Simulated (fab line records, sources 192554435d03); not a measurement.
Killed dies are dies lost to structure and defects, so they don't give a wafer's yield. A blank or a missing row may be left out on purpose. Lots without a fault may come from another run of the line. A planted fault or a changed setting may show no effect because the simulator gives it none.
fab line records | flow n5_finfet
record lots=6 wafers=18 last_day=20
route steps=1938 shown BEOL_M15@1788 PASSIVATION@1936
lots that met no fault: from a run of the same line without faults
start_h: hours from the record's first day to the start of the lot's first wafer shown | wait_h: hours since the lot's step before | " the same as in the row above | L1.1+2: a row that stands for several wafers | - no value, or no start given | * or withheld: withheld | < > ~ a bound
route shown NAME@n: a module of which the file shows steps, and the number in the route of the first | usual: mean/standard deviation of fault-free wafers | same: alike in all rows | chamber/n: place in a boat | sites: the reading at each site | _std_site: their standard deviation | _edge_site: outer sites' mean less inner sites' | radius_mm: how far each site lies from the wafer's centre | mask NAME#n: copy n | behind: the tool/chamber that last shaped the wafer | hold: why the lot was held/for how many hours/how that ended | device: the transistor (n, p or np) that didn't switch | end of line: the same wafers' tests at the end of the route | a step without rows: its recipe alone | killed: dies lost to structure and defects at the first sort, not the wafer's yield | map: a wafer's dies, x killed, . not, _ none there
set.NAME: the setting as run; set.NAME@STEP: as run at that earlier step | model.NAME: the simulator's own value behind a step, which no gauge read
lots at some steps of the route; a table a step, a row a wafer
services: from which hour (start_h, from the record's first day; less than 0 if before it) a tool's chamber was out of use, for how many hours, and why
## steps
# step N5_BEOL_M15_VIA_ETCH_16
# recipe chemistry=C4F8/O2/Ar target=SiO2 he_inner_torr=15 he_outer_torr=30 target_depth_a=17922 time_s=withheld ion_energy_ev=800 pressure_mtorr=20 source_w=1905 bias_w=2040 Ar_flow_sccm=400 C4F8_flow_sccm=16 O2_flow_sccm=12 ends=cleared
# usual chamber_pressure_mTorr=19.999/0.017 drypump_motor_current_A=5.6/0.39 oes_ar_750_au=0.79/0.077 oes_product_au=0.71/0.071 rf_vpp_V=2216/47 showerhead_plenum_p_Torr=3.43/0.12 throttle_valve_pct=30.85/0.23
# columns lot.wafer tool chamber start_h wait_h chamber_pressure_mTorr drypump_motor_current_A oes_ar_750_au oes_product_au rf_vpp_V showerhead_plenum_p_Torr throttle_valve_pct
L840.1 rie_diel-02 0 279.09 0.0 20.002 5.5 0.77 0.71 2165 3.32 30.69
L840.4 " 2 " " 20.002 5.6 0.75 0.66 2158 3.42 30.90
L840.6 " 0 " " 19.994 5.5 0.78 0.70 2163 3.32 30.70
L845.2 rie_diel-02 3 326.83 0.0 20.006 5.7 0.69 0.63 2183 3.23 30.73
L845.3 " 2 " " 19.991 5.5 0.74 0.65 2157 3.41 30.93
L845.5 " 0 " " 19.999 5.5 0.76 0.70 2164 3.31 30.73
L850.2 rie_diel-03 0 353.94 0.0 19.997 6.0 0.80 0.73 2270 3.46 30.87
L850.3 " 2 " " 20.027 5.4 0.91 0.82 2227 3.51 30.62
L850.5 " 0 " " 19.974 6.0 0.80 0.72 2272 3.46 30.87
L847.1 rie_diel-03 3 357.83 0.0 20.001 4.9 0.73 0.65 2227 3.53 31.32
L847.5 " 1 " " 20.011 6.5 0.73 0.67 2241 3.41 30.92
L847.6 " 2 " " 20.034 5.4 0.92 0.81 2228 3.51 30.60
L856.2 rie_diel-02 3 449.51 0.0 19.981 5.7 0.87 0.79 2217 3.61 30.54
L856.4 " 0 " " 20.000 5.5 0.73 0.66 2162 3.29 30.71
L856.6 " 3 " " 20.003 5.6 0.86 0.79 2218 3.61 30.55
L862.1 rie_diel-02 3 456.75 0.0 20.026 5.7 0.86 0.78 2217 3.61 30.55
L862.5 " 0 " " 19.997 5.6 0.73 0.65 2160 3.29 30.72
L862.6 " 3 " " 19.987 5.7 0.87 0.78 2216 3.61 30.54
# step N5_BEOL_M15_STRIP_63
# recipe chemistry=O2 power_w=600 temp_c=60 pressure_mtorr=30 rf_frequency_hz=6e+07 bias_power_w=0 overash_fraction=0.3 o2_flow_sccm=225
# usual chamber_pressure_mTorr=30.00/0.04 drypump_motor_current_A=5.6/0.39 oes_product_au=0.79/0.078 rf_vpp_V=3.7/0.77 showerhead_plenum_p_Torr=2.10/0.072 throttle_valve_pct=16.70/0.19
# same bias_power_w=0 overash_fraction=0.3
# columns lot.wafer tool chamber start_h wait_h chamber_pressure_mTorr drypump_motor_current_A oes_product_au rf_hours_counter_h rf_vpp_V showerhead_plenum_p_Torr throttle_valve_pct
L840.1 rie_diel-02 0 - - 30.04 5.5 0.79 127 4.8 2.02 16.55
L840.4 " 2 " " 30.01 5.5 0.72 207 5.1 2.09 16.80
L840.6 " 0 " " 29.93 5.5 0.80 - 3.1 2.02 16.58
L845.2 rie_diel-02 3 - - 30.02 5.7 0.71 242 5.7 1.95 16.79
L845.3 " 2 " " 30.02 5.5 0.71 224 3.3 2.08 16.84
L845.5 " 0 " " 30.01 5.5 0.79 - 4.2 2.01 16.59
L850.2 rie_diel-03 0 - - 29.94 6.0 0.80 85 4.1 2.12 16.65
L850.3 " 2 " " 30.01 5.4 0.88 14 3.5 2.18 16.51
L850.5 " 0 " " 29.98 6.0 0.81 - 3.6 2.12 16.67
L847.1 rie_diel-03 3 - - 30.04 4.9 0.70 223 4.6 2.15 17.04
L847.5 " 1 " " 30.07 6.5 0.73 - 3.5 2.11 16.97
L847.6 " 2 " " 29.98 5.4 0.87 - 3.8 2.17 16.52
L856.2 rie_diel-02 3 - - 30.01 5.7 0.89 22 2.3 2.20 16.38
L856.4 " 0 " " 29.93 5.5 0.73 180 4.0 2.00 16.67
L856.6 " 3 " " 29.98 5.7 0.89 - 3.1 2.20 16.38
L862.1 rie_diel-02 3 - - 30.05 5.7 0.89 26 4.4 2.20 16.40
L862.5 " 0 " " 30.03 5.5 0.74 - 3.8 2.00 16.69
L862.6 " 3 " " 30.04 5.6 0.89 - 2.5 2.20 16.40
# step N5_BEOL_M15_STRIP_64
# recipe chemistry=O2 power_w=600 temp_c=60 pressure_mtorr=30 rf_frequency_hz=6e+07 bias_power_w=0 overash_fraction=0.3 o2_flow_sccm=225
# usual chamber_pressure_mTorr=30.000/0.027 drypump_motor_current_A=5.6/0.39 oes_product_au=0.79/0.078 rf_vpp_V=3.7/0.5 showerhead_plenum_p_Torr=2.10/0.072 throttle_valve_pct=16.70/0.2
# same bias_power_w=0 overash_fraction=0.3
# columns lot.wafer tool chamber start_h wait_h chamber_pressure_mTorr drypump_motor_current_A oes_product_au rf_hours_counter_h rf_vpp_V showerhead_plenum_p_Torr throttle_valve_pct
L840.1 rie_diel-02 0 - - 29.982 5.5 0.79 127 4.2 2.02 16.56
L840.4 " 2 " " 30.002 5.5 0.71 207 4.4 2.09 16.80
L840.6 " 0 " " 29.985 5.5 0.79 - 4.6 2.02 16.58
L845.2 rie_diel-02 3 - - 29.983 5.7 0.70 242 3.1 1.95 16.79
L845.3 " 2 " " 30.006 5.5 0.71 224 3.4 2.08 16.83
L845.5 " 0 " " 29.987 5.5 0.78 - 3.8 2.02 16.61
L850.2 rie_diel-03 0 - - 30.010 6.0 0.81 85 3.4 2.12 16.66
L850.3 " 2 " " 29.974 5.4 0.88 14 3.2 2.17 16.52
L850.5 " 0 " " 29.934 6.0 0.81 - 3.6 2.12 16.65
L847.1 rie_diel-03 3 - - 30.005 4.9 0.70 223 3.2 2.15 17.04
L847.5 " 1 " " 29.987 6.5 0.74 - 3.4 2.11 16.97
L847.6 " 2 " " 29.970 5.4 0.88 - 4.1 2.17 16.52
L856.2 rie_diel-02 3 - - 29.936 5.6 0.89 22 4.6 2.20 16.38
L856.4 " 0 " " 30.024 5.5 0.74 180 4.3 2.00 16.67
L856.6 " 3 " " 30.018 5.6 0.89 - 3.7 2.20 16.38
L862.1 rie_diel-02 3 - - 29.994 5.7 0.89 26 3.5 2.20 16.40
L862.5 " 0 " " 30.047 5.5 0.74 - 4.5 2.00 16.67
L862.6 " 3 " " 30.016 5.7 0.89 - 3.3 2.20 16.40
# step N5_BEOL_M15_STRIP_65
# recipe chemistry=post_etch_residue_remover time_s=60 temp_c=25 remover_ph=withheld remover_water_wt_pct=withheld remover_fluoride_wt_pct=withheld
# step N5_BEOL_M15_SRD_66
# recipe time_s=30 temp_c=23 rinse_liquid=diw dry=n2_spin spin_rpm=1500 dry_time_s=30
# step N5_BEOL_M15_CD_MEAS_17
# recipe target_cd_nm=360 polarity=opening
# usual cd_nm=361/3
# columns lot.wafer tool chamber start_h wait_h cd_nm
L840.1 cd_sem-01 - 279.50 0.0 361
L840.4 " - " " 360
L840.6 " - " " 364
L845.2 cd_sem-02 - 327.25 0.0 360
L845.3 " - " " 354
L845.5 " - " " 357
L850.2 cd_sem-03 - 354.38 0.0 359
L850.3 " - " " 362
L850.5 " - " " 360
L847.1 cd_sem-03 - 358.27 0.0 359
L847.5 " - " " 362
L847.6 " - " " 361
L856.2 cd_sem-02 - 449.93 0.0 360
L856.4 " - " " 362
L856.6 " - " " 362
L862.1 cd_sem-01 - 457.16 0.0 362
L862.5 " - " " 365
L862.6 " - " " 366
# step N5_BEOL_M15_COAT_56
# recipe resist=SOC temp_c=250 time_s=60 spin_rpm=1500 resist_thk_nm=550
# step N5_BEOL_M15_ETCH_57
# recipe chemistry=N2/H2 target=SOC source_w=3000 bias_w=350 time_s=750 ion_energy_ev=200 pressure_mtorr=30 n2_flow_sccm=200 h2_flow_sccm=200
# usual chamber_pressure_mTorr=30.002/0.029 drypump_motor_current_A=5.6/0.36 oes_product_au=0.79/0.08 rf_vpp_V=523.2/2.5 showerhead_plenum_p_Torr=2.52/0.079 throttle_valve_pct=17.76/0.25
# columns lot.wafer tool chamber start_h wait_h chamber_pressure_mTorr drypump_motor_current_A oes_product_au rf_hours_counter_h rf_vpp_V showerhead_plenum_p_Torr throttle_valve_pct
L840.1 rie_diel-06 0 279.67 - 29.969 5.5 0.88 45 522.2 2.48 17.47
L840.4 " 2 " " 30.020 5.9 0.77 131 516.8 2.36 17.88
L840.6 " 0 " " 30.040 5.5 0.89 - 521.7 2.48 17.46
L845.2 rie_diel-06 2 327.42 - 30.001 5.9 0.76 144 518.5 2.35 17.92
L845.3 " 0 " " 29.938 5.5 0.86 59 521.4 2.48 17.50
L845.5 " 0 " " 30.012 5.5 0.87 - 521.4 2.48 17.48
L850.2 rie_diel-03 1 354.62 - 30.018 6.5 0.73 204 522.8 2.51 17.75
L850.3 " 2 " " 30.014 5.4 0.89 14 527.4 2.59 17.38
L850.5 " 3 " " 29.942 4.9 0.71 - 526.1 2.62 18.23
L847.1 rie_diel-06 0 358.37 - 29.983 5.5 0.85 72 521.8 2.47 17.51
L847.5 " 3 " " 30.010 5.8 0.67 - 522.9 2.50 17.94
L847.6 " 0 " " 30.012 5.5 0.84 - 520.8 2.47 17.51
L856.2 rie_diel-03 3 450.03 - 30.018 4.9 0.69 242 525.5 2.61 18.26
L856.4 " 0 " " 30.010 6.0 0.78 - 525.5 2.60 18.08
L856.6 " 3 " " 30.025 4.9 0.70 - 528.2 2.61 18.27
L862.1 rie_diel-06 2 457.36 - 29.974 5.9 0.74 171 516.4 2.34 17.96
L862.5 " 0 " " 29.992 5.5 0.81 - 522.7 2.46 17.56
L862.6 " 3 " " 30.009 5.8 0.92 - 522.4 2.49 17.56
# step N5_BEOL_M15_COAT_60
# recipe resist=BARC temp_c=205 time_s=60 spin_rpm=1500 resist_thk_nm=89
# step N5_BEOL_M15_COAT_22
# recipe spin_rpm=1704 resist_thk_nm=800
# step N5_BEOL_M15_EBR_24
# recipe solvent=PGMEA ebr_width_mm=1.5
# step N5_BEOL_M15_SOFTBAKE_23
# recipe temp_c=130 time_s=60
# step N5_BEOL_M15_EXPOSE_25
# recipe mask_id=M15 na=0.8 source_shape=annular sigma_inner=0.5 sigma_outer=0.8 polarization=unpolarized target_cd_nm=400 dose_mj=35.5
# columns lot.wafer tool chamber start_h wait_h mask model.BEOL_M15.overlay_x_nm
L840.1+4+6 krf_scanner-01 0 280.39 - M15#0 3.2
L845.2+3+5 krf_scanner-02 0 328.15 - M15#0 -1.2
L850.2+3+5 krf_scanner-02 0 355.35 - M15#0 69.6
L847.1+5+6 krf_scanner-02 0 358.98 - M15#0 71.6
L856.2+4+6 krf_scanner-01 0 450.63 - M15#0 0.6
L862.1+5+6 krf_scanner-01 0 457.96 - M15#0 2.4
# step N5_BEOL_M15_PEB_26
# recipe peb_temp_c=130 peb_time_s=90
# step N5_BEOL_M15_DEVELOP_27
# recipe develop_time_s=45 rinse_liquid=diw dry=air_spin dev_temp_c=21
# step N5_BEOL_M15_HARDBAKE_32
# recipe temp_c=130 time_s=120
# step N5_BEOL_M15_CD_MEAS_28
# recipe target_cd_nm=407.6 landing_energy_ev=500 detector=se_inlens
# usual cd_nm=407.6/2
# columns lot.wafer tool chamber start_h wait_h cd_nm
L840.1 cd_sem-02 0 280.56 - 402.0
L840.4 " 0 " " 406.6
L840.6 " 0 " " 407.6
L845.2 cd_sem-03 0 328.32 - 408.7
L845.3 " 0 " " 408.1
L845.5 " 0 " " 410.1
L850.2 cd_sem-03 0 355.52 - 408.8
L850.3 " 0 " " 407.6
L850.5 " 0 " " 406.2
L847.1 cd_sem-03 0 359.15 - 408.1
L847.5 " 0 " " 409.3
L847.6 " 0 " " 407.9
L856.2 cd_sem-03 0 450.80 - 406.1
L856.4 " 0 " " 405.7
L856.6 " 0 " " 404.9
L862.1 cd_sem-01 0 458.13 - 411.1
L862.5 " 0 " " 409.3
L862.6 " 0 " " 405.4
# step N5_BEOL_M15_OVL_MEAS_29
# recipe points_per_wafer=44
# usual M15_OVL=4/6.8
# columns lot.wafer tool chamber start_h wait_h M15_OVL[nm]
L840.1 overlay-01 0 280.60 0.0 14
L840.4 " 0 " " 12
L840.6 " 0 " " 20
L845.2 overlay-02 0 328.35 0.0 2
L845.3 " 0 " " 0
L845.5 " 0 " " -12
L850.2 overlay-02 0 355.55 0.0 62
L850.3 " 0 " " 68
L850.5 " 0 " " 72
L847.1 overlay-02 0 359.18 0.0 76
L847.5 " 0 " " 75
L847.6 " 0 " " 82
L856.2 overlay-02 0 450.83 0.0 13
L856.4 " 0 " " 9
L856.6 " 0 " " 5
L862.1 overlay-02 0 458.16 0.0 15
L862.5 " 0 " " 10
L862.6 " 0 " " 9
# step N5_BEOL_M15_INSPECT_30
# recipe mode=adi inspect_instrument=macro
# usual raw_defect_count=2.0/1.4
# columns lot.wafer tool chamber start_h wait_h raw_defect_count
L840.1 defect_inspect-01 - 280.62 0.0 4
L840.4 " - " " 2
L840.6 " - " " 0
L845.2 defect_inspect-02 - 328.37 0.0 1
L845.3 " - " " 2
L845.5 " - " " 3
L850.2 defect_inspect-01 - 355.58 0.0 1
L850.3 " - " " 3
L850.5 " - " " 0
L847.1 defect_inspect-01 - 359.20 0.0 2
L847.5 " - " " 0
L847.6 " - " " 1
L856.2 defect_inspect-02 - 450.85 0.0 1
L856.4 " - " " 2
L856.6 " - " " 1
L862.1 defect_inspect-02 - 458.19 0.0 5
L862.5 " - " " 2
L862.6 " - " " 2
# step N5_PASSIVATION_PROBE_49
# usual defect_limited_yield=91.2/1.5 killed_at_M0_to_M3=36/10 killed_at_M4_up=14/5.2 killed_at_contacts=12/6 killed_at_front_end=37/10 killed_at_other=4/3.3 killed_dies=104/18 killed_open=68/14 killed_short=34/7.4 sort_bin_5_function=5.2/1 sort_bin_6_memory=3.3/0.7 sort_bin_8_speed=0.01/0.045 sort_n_pass=1076/18 sort_yield_pct=91.2/1.5
# same gross_dies=1180 killed_at_back_side=0 sort_bin_4_leakage[%]=0
# columns lot.wafer tool chamber start_h wait_h defect_limited_yield[%] killed_at_M0_to_M3 killed_at_M4_up killed_at_contacts killed_at_front_end killed_at_other killed_dies killed_open killed_short sort_bin_5_function[%] sort_bin_6_memory[%] sort_bin_8_speed[%] sort_n_pass sort_yield_pct[%]
L840.1 prober-01 - 301.20 0.0 91.3 31 14 5 52 1 103 62 37 5.3 3.1 0 1077 91.3
L840.4 prober-01 - 301.35 0.2 91.9 31 12 19 33 1 96 57 39 4.3 3.5 0 1084 91.9
L840.6 prober-01 - 301.45 0.3 89.7 50 16 14 40 2 122 83 39 5.9 3.9 0 1058 89.7
L845.2 prober-01 - 344.35 0.1 92.8 41 13 9 21 1 85 60 24 4.5 2.5 0 1095 92.8
L845.3 prober-01 - 344.40 0.1 92.2 34 11 13 30 4 92 60 32 4.7 2.6 0 1088 92.2
L845.5 prober-01 - 344.50 0.2 90.1 43 18 8 45 3 117 82 34 6.1 3.6 0 1063 90.1
L850.2 prober-01 - 375.65 0.1 91.3 30 14 10 41 8 103 65 37 4.4 4.0 0 1077 91.3
L850.3 prober-01 - 375.70 0.1 90.9 25 10 15 56 1 107 63 43 5.6 3.1 0 1073 90.9
L850.5 prober-01 - 375.80 0.2 93.2 33 8 10 23 6 80 45 32 4.2 2.1 0 1100 93.2
L862.1 prober-01 - 481.79 0.0 95.1 13 10 4 29 2 58 41 17 2.9 1.9 0 1122 95.1
L862.5 prober-01 - 481.99 0.2 93.6 16 15 10 31 3 75 51 24 4.5 1.8 0 1105 93.6
L862.6 prober-01 - 482.04 0.3 93.0 27 15 6 32 3 83 55 28 3.7 2.9 0 1097 93.0
# killed by level:class
L840.1 FIN_SAQP:geometric_particle:open=27 FIN_SAQP:geometric_particle:short=9 BEOL_M1:geometric_particle:open=9 BEOL_M0_SAQP:geometric_particle:short=6 BEOL_M4:geometric_particle:open=6 MOL_CONTACT_COAG:geometric_particle:open=5 BEOL_M0_SAQP:geometric_particle:open=5 BEOL_M0:geometric_particle:short=4
L840.4 MOL_CONTACT_COAG:geometric_particle:open=14 BEOL_M1:geometric_particle:open=10 STI_FIN_REVEAL:geometric_particle:open=9 BEOL_M0_SAQP:geometric_particle:short=8 FIN_SAQP:geometric_particle:short=7 DUMMY_GATE:geometric_particle:open=6 GATE_CUT:geometric_particle:short=5 MOL_CONTACT_COAG:geometric_particle:short=5
L840.6 FIN_SAQP:geometric_particle:open=17 BEOL_M0_SAQP:geometric_particle:open=16 BEOL_M1:geometric_particle:open=14 MOL_CONTACT_COAG:geometric_particle:open=11 BEOL_M0_SAQP:geometric_particle:short=11 FIN_SAQP:geometric_particle:short=10 BEOL_M4:geometric_particle:open=8 BEOL_M2:geometric_particle:open=4
L845.2 BEOL_M0_SAQP:geometric_particle:open=11 BEOL_M2:geometric_particle:open=10 MOL_CONTACT_COAG:geometric_particle:open=6 BEOL_M3:geometric_particle:open=6 BEOL_M4:geometric_particle:open=5 BEOL_M0_SAQP:geometric_particle:short=4 BEOL_M3:geometric_particle:short=4 FIN_SAQP:geometric_particle:open=3
L845.3 BEOL_M1:geometric_particle:open=12 MOL_CONTACT_COAG:geometric_particle:open=10 BEOL_M0_SAQP:geometric_particle:open=9 DUMMY_GATE:geometric_particle:open=6 GATE_CUT:geometric_particle:short=4 BEOL_M2:geometric_particle:open=4 BEOL_M3:geometric_particle:open=4 STARTING-WAFER:geometric_particle:short=4
L845.5 BEOL_M2:geometric_particle:open=12 BEOL_M3:geometric_particle:open=12 FIN_SAQP:geometric_particle:short=11 FIN_SAQP:geometric_particle:open=8 MOL_CONTACT_COAG:geometric_particle:open=7 BEOL_M4:geometric_particle:open=7 STI_FIN_REVEAL:geometric_particle:open=6 BEOL_M0_SAQP:geometric_particle:short=5
L850.2 FIN_SAQP:geometric_particle:open=14 GATE_CUT:geometric_particle:short=9 BEOL_M0_SAQP:geometric_particle:open=9 BEOL_M4:geometric_particle:open=7 BEOL_M0_SAQP:geometric_particle:short=7 MOL_CONTACT_COAG:geometric_particle:open=6 BEOL_M3:geometric_particle:open=6 MIM_BOT:geometric_particle:open=6
L850.3 FIN_SAQP:geometric_particle:short=17 MOL_CONTACT_COAG:geometric_particle:open=12 GATE_CUT:geometric_particle:short=11 FIN_SAQP:geometric_particle:open=9 BEOL_M2:geometric_particle:open=7 BEOL_M0_SAQP:geometric_particle:open=5 ILD0:geometric_particle:open=4 GATE_CUT:geometric_particle:open=4
L850.5 BEOL_M0_SAQP:geometric_particle:short=9 FIN_SAQP:geometric_particle:short=8 MOL_CONTACT_COAG:geometric_particle:open=7 BEOL_M0_SAQP:geometric_particle:open=7 BEOL_M2:geometric_particle:open=7 BEOL_M5:geometric_particle:open=5 FIN_SAQP:geometric_particle:open=4 MOL_CONTACT_COAG:geometric_particle:short=3
L862.1 DUMMY_GATE:geometric_particle:open=9 BEOL_M3:geometric_particle:open=6 FIN_SAQP:geometric_particle:open=5 FIN_SAQP:geometric_particle:short=5 BEOL_M4:geometric_particle:open=4 MOL_CONTACT_COAG:geometric_particle:open=3 STARTING-WAFER:geometric_particle:open=3 DUMMY_GATE:geometric_particle:short=2
L862.5 MOL_CONTACT_COAG:geometric_particle:open=8 STI_FIN_REVEAL:geometric_particle:open=5 BEOL_M3:geometric_particle:open=5 FIN_SAQP:geometric_particle:short=4 DUMMY_GATE:geometric_particle:open=4 BEOL_M0_SAQP:geometric_particle:open=4 BEOL_M7:geometric_particle:open=4 STARTING-WAFER:geometric_particle:short=4
L862.6 BEOL_M2:geometric_particle:open=8 MOL_CONTACT_COAG:geometric_particle:open=6 FIN_SAQP:geometric_particle:short=5 STI_FIN_REVEAL:geometric_particle:open=5 DUMMY_GATE:geometric_particle:open=5 BEOL_M0_SAQP:geometric_particle:short=5 STARTING-WAFER:geometric_particle:short=4 BEOL_M3:geometric_particle:open=4
## services
# columns tool chamber start_h hours kind
krf_scanner-01 - 262.95 0.5 repair
krf_scanner-01 - 265.24 4.0 pm
krf_scanner-01 - 286.50 4.4 pm
krf_scanner-02 - 299.78 2.2 repair
krf_scanner-01 - 304.38 1.0 pm
krf_scanner-02 - 305.47 0.8 pm
krf_scanner-01 - 309.65 0.8 pm
krf_scanner-02 - 316.63 4.7 repair
rie_diel-06 2 331.76 38.5 repair
krf_scanner-02 - 337.58 1.6 repair
rie_diel-02 3 351.50 - clean
rie_diel-02 3 351.50 - consumable_replace:focus_ring
rie_diel-02 3 351.50 - consumable_replace:showerhead
krf_scanner-01 - 363.88 0.3 repair
krf_scanner-02 - 368.21 0.1 repair
krf_scanner-02 - 376.15 1.3 pm
rie_diel-03 - 377.95 28.1 pm
rie_diel-02 - 383.26 0.5 repair
krf_scanner-01 - 408.41 3.5 repair
krf_scanner-02 - 412.45 1.0 pm
krf_scanner-02 - 424.59 36.0 pm
rie_diel-03 1 436.31 21.0 repair
rie_diel-06 - 440.85 5.4 repair
rie_diel-02 1 457.33 10.4 repair
## key
first_sign step=N5_BEOL_M15_OVL_MEAS_29 reading=M15_OVL direction=up sigmas=10 usual=4 struck=73
effect none on later readings
model_effect step=N5_BEOL_M15_EXPOSE_25 value=BEOL_M15.overlay_x_nm without=0.8 struck=70.6
met_at N5_BEOL_M15_EXPOSE_25
struck_wafers L847.1,L847.5,L847.6,L850.2,L850.3,L850.5
onset_between 328.15 355.35
also_fits N5_BEOL_M15_VIA_ETCH_16:rie_diel-03,N5_BEOL_M15_STRIP_63:rie_diel-03,N5_BEOL_M15_STRIP_64:rie_diel-03
fault kind=scanner_matching_overlay tool=krf_scanner-02 chamber=- onset_h=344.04 steps=N5_BEOL_M15_EXPOSE_25 offset=69.866
